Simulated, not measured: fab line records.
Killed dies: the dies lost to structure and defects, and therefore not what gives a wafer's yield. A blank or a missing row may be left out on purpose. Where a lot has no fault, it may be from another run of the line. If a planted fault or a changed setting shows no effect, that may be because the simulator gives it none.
fab line records | flow n5-finfet
record lots=5 wafers=13 last-day=19
route steps=1938 shown MOL_CONTACT_COAG@550 BEOL_M4@1111
lots with no fault: from the same line, run without faults
start-h: hours from the record's opening day to when the first of the lot's shown wafers began | wait-h: how many hours have passed since the lot's step before this one | " the same as in the row above | L1.1+2: one row covering several wafers at once | - no value, or no start was given | * or withheld: withheld | < > ~ a bound
route shown NAME@n: NAME is a module with steps in the file, n the number in the route of the first one | usual: the fault-free wafers' mean and standard deviation | same: alike in all rows | chamber/n: place in a boat | sites: the reading at each site | _std_site: their standard deviation | _edge_site: the outer-site mean with the inner-site mean subtracted | radius-mm: how far each site lies from the wafer's centre | mask NAME#n: copy n | behind: the most recent tool/chamber to have shaped the wafer | hold: why the lot was held/for how many hours/how that ended | device: names the non-switching transistor (n, p or np) | end of line: at the end of the route, the tests of the same wafers | a step given without rows: its recipe and nothing more | killed: count of dies lost to structure and defects at first sort (not the wafer's yield) | map: the dies of a wafer, with x for killed, . for not killed, _ for no die there
set.NAME: the setting as run; set.NAME@STEP: as run at that earlier step | model.NAME: the simulator's own value behind a step, which no gauge read
lots at some steps of the route; a table a step, a row a wafer
services: a tool's chamber out of use, with start hour (start-h, from the record's first day; less than 0 if before it), hours out, and reason
## steps
# step N5_MOL_CONTACT_COAG_PRE_CLEAN_142
# recipe gas=H2/He time-s=60 temp-c=300
# step N5_MOL_CONTACT_COAG_SPUTTER_130
# recipe material=Co target-thk-a=475 temp-c=25 chamber-pressure-pa=0.5 power-w=3000
# step N5_MOL_CONTACT_COAG_PRECLEAN_125
# recipe chemistry=DIW time-s=57.5 temp-c=23
# step N5_MOL_CONTACT_COAG_SRD_126
# recipe dry-time-s=32 dry=n2-spin spin-rpm=1500
# step N5_MOL_CONTACT_COAG_CMP_23
# recipe stop-on=SiO2 t-overpolish-s=1.5 post-cmp-clean=cu-alkaline down-force-psi=2 platen-rpm=50.289 pad-velocity-m-s=1.0006 target-thk-nm=0
# step N5_MOL_CONTACT_COAG_WET_ETCH_26
# recipe target=Co target-depth-nm=13
# step N5_MOL_CONTACT_COAG_WET_ETCH_116
# recipe chemistry=SC1-inhibited target-depth-nm=4.6 dry=ipa-marangoni rinse-time-s=30 rinse-temp-c=23
# step N5_MOL_CONTACT_COAG_ALD_27
# recipe material=SiOC target-thk-a=170 temp-c=400 ald-precursor-family=carbosiloxane ald-co-reactant=H2-plasma pulse-time-s=1.5 time-s=2720 purge-time-s=2 co-reactant-purge-time-s=2 ald-cycles=340 pressure-torr=2
# step N5_MOL_CONTACT_COAG_CMP_28
# recipe stop-on=SiNx t-overpolish-s=0.85 post-cmp-clean=alkaline-brush down-force-psi=4.15 platen-rpm=51.8 pad-velocity-m-s=1.0307 target-thk-nm=14.522
# step N5_MOL_CONTACT_COAG_ALD_123
# recipe material=SiNx target-thk-a=50 temp-c=400 ald-precursor-family=SiH2I2 ald-co-reactant=N2/H2-plasma pulse-time-s=1 purge-time-s=2 co-reactant-purge-time-s=2 ald-cycles=100 pressure-torr=2
# usual ald-cycles=100/0 heater-power-w=838/85 precursor-pulse-height-rel=1.000/0.019
# columns lot.wafer tool chamber start-h wait-h ald-cycles heater-power-w precursor-pulse-height-rel model.SiNx_of_MOL_CONTACT_COAG_ALD_123.thk-nm
L673.1 ald-sin-02 0 115.12 0.0 100 977 0.987 5
L673.5 " 3 " " 100 841 0.980 5
L673.6 " 2 " " 100 806 0.975 5
L677.1 ald-sin-04 2 139.96 0.0 100 769 0.989 5
L677.5 " 0 " " 100 781 0.999 5
L677.6 " 3 " " 100 759 1.018 5
L690.3 ald-sin-04 1 218.97 0.0 112 971 1.024 5.6
L690.5 " 0 " " 100 780 0.979 5
L691.4 ald-sin-04 2 223.13 0.0 100 764 1.009 5
L691.6 " 2 " " 112 788 0.997 5.6
L692.1 ald-sin-04 1 228.06 0.0 100 937 0.986 5
L692.4 " 0 " " 100 766 1.000 5
L692.6 " 2 " " 112 774 1.036 5.6
# step N5_MOL_CONTACT_COAG_PECVD_31
# recipe material=SiO2 target-thk-a=460 temp-c=400 precursor=TEOS/O2 pressure-torr=6.5 rf-w=withheld teos-flow-sccm=withheld gas=O2 flow-sccm=2650 time-s=8.9
# step N5_MOL_CONTACT_COAG_COAT_75
# recipe resist=SOC temp-c=250 time-s=60 spin-rpm=1500 resist-thk-nm=60
# step N5_MOL_CONTACT_COAG_COAT_76
# recipe resist=SiARC temp-c=220 time-s=60 spin-rpm=1500 resist-thk-nm=10
# step N5_MOL_CONTACT_COAG_COAT_77
# recipe resist=underlayer temp-c=205 time-s=60 spin-rpm=1500 resist-thk-nm=10
# step N5_MOL_CONTACT_COAG_COAT_78
# recipe resist=CAR-EUV spin-rpm=1500 resist-thk-nm=40
# step N5_MOL_CONTACT_COAG_EBR_80
# recipe solvent=PGMEA ebr-width-mm=1.5
# step N5_MOL_CONTACT_COAG_SOFTBAKE_79
# recipe temp-c=110 time-s=60 resist=CAR-EUV
# step N5_MOL_CONTACT_COAG_EXPOSE_81
# recipe mask-id=VG na=0.33 source-shape=annular sigma-inner=0.3 sigma-outer=0.7 polarization=unpolarized defocus-nm=0 dose-mj=59.5
# step N5_MOL_CONTACT_COAG_PEB_82
# recipe peb-temp-c=100 peb-time-s=60 resist=CAR-EUV
# step N5_MOL_CONTACT_COAG_DEVELOP_83
# recipe develop-time-s=30 developer=TMAH resist=CAR-EUV rinse-liquid=surfactant-rinse dry=air-spin dev-temp-c=23
# step N5_MOL_CONTACT_COAG_DESCUM_88
# recipe chemistry=O2 time-s=7 source-power-w=50 bias-power-w=20 pressure-mtorr=20 rf-frequency-hz=2.712e+07 temp-c=40 resist=CAR-EUV o2-flow-sccm=225
# step N5_MOL_CONTACT_COAG_ETCH_89
# recipe chemistry=N2/H2 target=underlayer target-depth-a=130 mask-material=CAR-EUV time-s=10.4 ion-energy-ev=200 pressure-mtorr=30 source-w=840 bias-w=150 n2-flow-sccm=200 h2-flow-sccm=200 ends=cleared
# step N5_MOL_CONTACT_COAG_ETCH_90
# recipe chemistry=CF4 target=SiARC target-depth-a=130 mask-material=CAR-EUV time-s=21.7 ion-energy-ev=80 pressure-mtorr=40 source-w=545 bias-w=36 Ar_flow_sccm=100 cf4-flow-sccm=100 ends=cleared
# step N5_MOL_CONTACT_COAG_ALD_131
# recipe material=SiO2 target-thk-a=50 temp-c=100 ald-precursor-family=BDEAS ald-co-reactant=O2-plasma pulse-time-s=1 co-reactant-pulse-time-s=1 purge-time-s=2 co-reactant-purge-time-s=2 ald-cycles=35 pressure-torr=2
# step N5_MOL_CONTACT_COAG_ETCHBACK_132
# recipe chemistry=CHF3 target=SiO2 target-depth-a=100 time-s=6.7 ion-energy-ev=200 pressure-mtorr=30 source-w=610 bias-w=170 Ar_flow_sccm=200 CHF3_flow_sccm=50
# step N5_MOL_CONTACT_COAG_ETCH_91
# recipe chemistry=N2/H2 target=SOC target-depth-a=600 overetch-a=210 mask-material=SiARC temp-c=40 time-s=101.2 ion-energy-ev=200 pressure-mtorr=30 source-w=840 bias-w=150 n2-flow-sccm=200 h2-flow-sccm=200
# step N5_MOL_CONTACT_COAG_STRIP_92
# recipe chemistry=N2/H2 temp-c=40 n2-flow-sccm=200 h2-flow-sccm=200 rf-frequency-hz=6e+07
# step N5_MOL_CONTACT_COAG_STRIP_93
# recipe chemistry=N2/H2 temp-c=40 n2-flow-sccm=200 h2-flow-sccm=200 rf-frequency-hz=6e+07
# step N5_MOL_CONTACT_COAG_ETCHBACK_135
# recipe chemistry=CHF3 target=SiO2 target-depth-a=250 time-s=16.7 ion-energy-ev=200 pressure-mtorr=30 source-w=610 bias-w=170 Ar_flow_sccm=200 CHF3_flow_sccm=50
# step N5_MOL_CONTACT_COAG_STRIP_118
# recipe chemistry=CHF3 resist=SiARC rf-frequency-hz=6e+07
# step N5_MOL_CONTACT_COAG_VIA_ETCH_46
# recipe chemistry=C4F6/O2 target-depth-a=460 overetch-a=92 mask-material=SOC target=SiO2 bias-w=455 pressure-mtorr=10 time-s=40 source-w=325 Ar_flow_sccm=300 C4F6_flow_sccm=10 O2_flow_sccm=10 ion-energy-ev=575.3 ends=end-point
# step N5_MOL_CONTACT_COAG_STRIP_96
# recipe chemistry=N2/H2 power-w=500 temp-c=40 pressure-mtorr=50 rf-frequency-hz=6e+07 overash-fraction=0.3 bias-power-w=28 h2-frac=0.5 n2-flow-sccm=300 h2-flow-sccm=300
# step N5_MOL_CONTACT_COAG_ETCH_47
# recipe chemistry=CH3F/O2 target=SiNx target-depth-a=270 mask-material=SiO2 stop-on=W over-etch-frac=0.2 ion-energy-ev=120 endpoint=OES-CN pressure-mtorr=30 source-w=395 bias-w=73 Ar_flow_sccm=150 CH3F_flow_sccm=30 O2_flow_sccm=20 ends=end-point
# step N5_MOL_CONTACT_COAG_STRIP_119
# recipe chemistry=N2/H2 time-s=30 power-w=1000 temp-c=250 pressure-mtorr=withheld n2-flow-sccm=1750 h2-flow-sccm=3250
# step N5_MOL_CONTACT_COAG_PRECLEAN_144
# recipe chemistry=alkaline-clean temp-c=60 time-s=60 do-ppb=50
# step N5_MOL_CONTACT_COAG_SRD_145
# recipe dry=ipa-marangoni time-s=30 temp-c=23 rinse-liquid=diw
# step N5_MOL_CONTACT_COAG_ETCH_124
# recipe chemistry=CH3F/O2 target=SiNx target-depth-a=65 mask-material=SOC stop-on=SiOC over-etch-frac=0.3 ion-energy-ev=120 pressure-mtorr=30 source-w=395 bias-w=73 Ar_flow_sccm=150 CH3F_flow_sccm=30 O2_flow_sccm=20 ends=end-point
# usual CH3F_flow_sccm=30.00/0.09 drypump-motor-current-A=5.8/0.44 oes_ar_750_au=0.75/0.053 oes-product-au=0.64/0.045 rf-vpp-V=296/3.2 showerhead-plenum-p-Torr=1.99/0.07 throttle-valve-pct=16.43/0.2
# same over-etch-frac=0.3
# columns lot.wafer tool chamber start-h wait-h CH3F_flow_sccm drypump-motor-current-A oes_ar_750_au oes-product-au rf-hours-counter-h rf-vpp-V showerhead-plenum-p-Torr throttle-valve-pct model.etch.depth-nm
L673.1 rie-diel-04 0 119.10 0.0 30.20 5.8 0.79 0.67 97 297 1.93 16.08 4.987
L673.5 " 2 " " 29.89 6.0 0.71 0.61 - 294 2.05 16.52 4.991
L673.6 " 0 " " 30.09 5.8 0.78 0.67 - 297 1.93 16.11 4.972
L677.1 rie-diel-05 1 142.89 0.0 30.06 5.0 0.88 0.75 45 297 2.04 16.28 5.002
L677.5 " 2 " " 29.98 6.1 0.74 0.63 - 301 2.07 16.55 5.026
L677.6 " 3 " " 29.95 5.6 0.74 0.63 - 298 1.92 16.67 5.005
L690.3 rie-diel-04 2 222.25 0.0 29.94 6.0 0.68 0.62 249 294 2.04 16.60 5.624
L690.5 " 0 " " 30.16 5.8 0.76 0.65 - 296 1.92 16.17 4.992
L691.4 rie-diel-05 2 226.17 0.0 30.02 6.1 0.72 0.62 216 299 2.06 16.60 4.984
L691.6 " 3 " " 29.91 5.6 0.71 0.66 - 300 1.91 16.75 5.579
L692.1 rie-diel-05 2 232.77 0.0 30.02 6.2 0.72 0.62 218 300 2.06 16.61 4.987
L692.4 " 0 " " 29.98 4.9 0.70 0.60 234 302 2.05 16.73 5.015
L692.6 " 1 " " 30.08 5.0 0.84 0.76 - 296 2.03 16.35 5.598
# step N5_BEOL_M4_RC_MEAS_101
# usual DIBL_N=36.0/1.4 DIBL_P=36.1/1.4 IOFF_N=0.153/0.02 IOFF_P=0.211/0.026 ION_N=673/8.7 ION_P=463/6.7 SS_N=71.5/0.5 SS_P=73.3/0.54 VT_N=250.1/2.4 VT_P=-250.2/2.9
# columns lot.wafer tool chamber start-h wait-h DIBL_N[mV/V] DIBL_P[mV/V] IOFF_N[nA/um] IOFF_P[nA/um] ION_N[uA/um] ION_P[uA/um] SS_N[mV/dec] SS_P[mV/dec] VT_N[mV] VT_P[mV]
L673.1 prober-01 0 188.67 0.0 37.8 34.5 0.140 0.176 678 455 72.1 73.6 249.7 -255.3
L673.5 " 0 " " 38.0 35.2 0.152 0.195 674 458 71.7 73.2 250.8 -252.2
L673.6 " 0 " " 36.4 33.5 0.124 0.160 666 454 71.3 72.8 251.7 -254.4
L677.1 prober-01 0 230.78 0.0 35.2 36.1 0.147 0.199 682 461 71.0 73.0 249.7 -251.2
L677.5 " 0 " " 34.9 35.6 0.145 0.209 675 467 71.4 72.6 251.5 -249.9
L677.6 " 0 " " 35.5 36.2 0.154 0.214 676 467 71.5 73.3 250.6 -248.6
L690.3 prober-01 0 299.77 0.3 36.4 37.7 0.149 0.211 674 466 71.7 73.7 251.9 -251.6
L690.5 " 0 " " 36.5 37.8 0.152 0.210 670 465 71.7 73.0 252.1 -251.6
L692.1 prober-01 0 307.04 0.0 36.3 35.5 0.157 0.198 671 461 71.9 73.2 249.4 -254.7
L692.4 " 0 " " 38.2 37.9 0.188 0.249 673 466 72.2 73.6 249.9 -249.0
L692.6 " 0 " " 37.5 37.5 0.187 0.232 684 463 72.4 72.8 247.9 -249.3
L691.4 prober-02 0 347.50 0.5 33.3 34.2 0.121 0.162 657 454 70.7 72.6 253.6 -255.8
L691.6 " 0 " " 34.1 35.2 0.128 0.177 661 459 70.7 73.0 251.8 -254.9
## services
# columns tool chamber start-h hours kind
rie-diel-04 1 104.65 18.0 repair
ald-sin-04 3 155.05 1.6 repair
ald-sin-02 1 168.33 11.9 repair
ald-sin-04 - 191.47 0.2 repair
rie-diel-05 2 191.66 1.2 repair
rie-diel-04 2 223.73 - clean
rie-diel-04 2 223.73 - consumable-replace:focus-ring
rie-diel-04 2 223.73 19.5 scheduled-down
rie-diel-04 2 223.73 19.5 vent-cycle
## key
first-sign step=N5_MOL_CONTACT_COAG_ALD_123 reading=ald-cycles direction=up sigmas=99+ usual=* struck=*
effect none on later readings
model-effect step=N5_MOL_CONTACT_COAG_ALD_123 value=SiNx_of_MOL_CONTACT_COAG_ALD_123.thk-nm without=5 struck=5.6
model-effect step=N5_MOL_CONTACT_COAG_ETCH_124 value=etch.depth-nm without=5 struck=5.6
met-at N5_MOL_CONTACT_COAG_ALD_123
struck-wafers L690.3,L691.6,L692.6
onset-between 139.96 218.97
fault kind=process-parameter-drift tool=ald-sin-04 chamber=- onset-h=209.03 steps=N5_MOL_CONTACT_COAG_ALD_123 channel=ald-cycles offset=* shape=step end-h=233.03 scope=struck-wafers-only acts-in=* stated=*
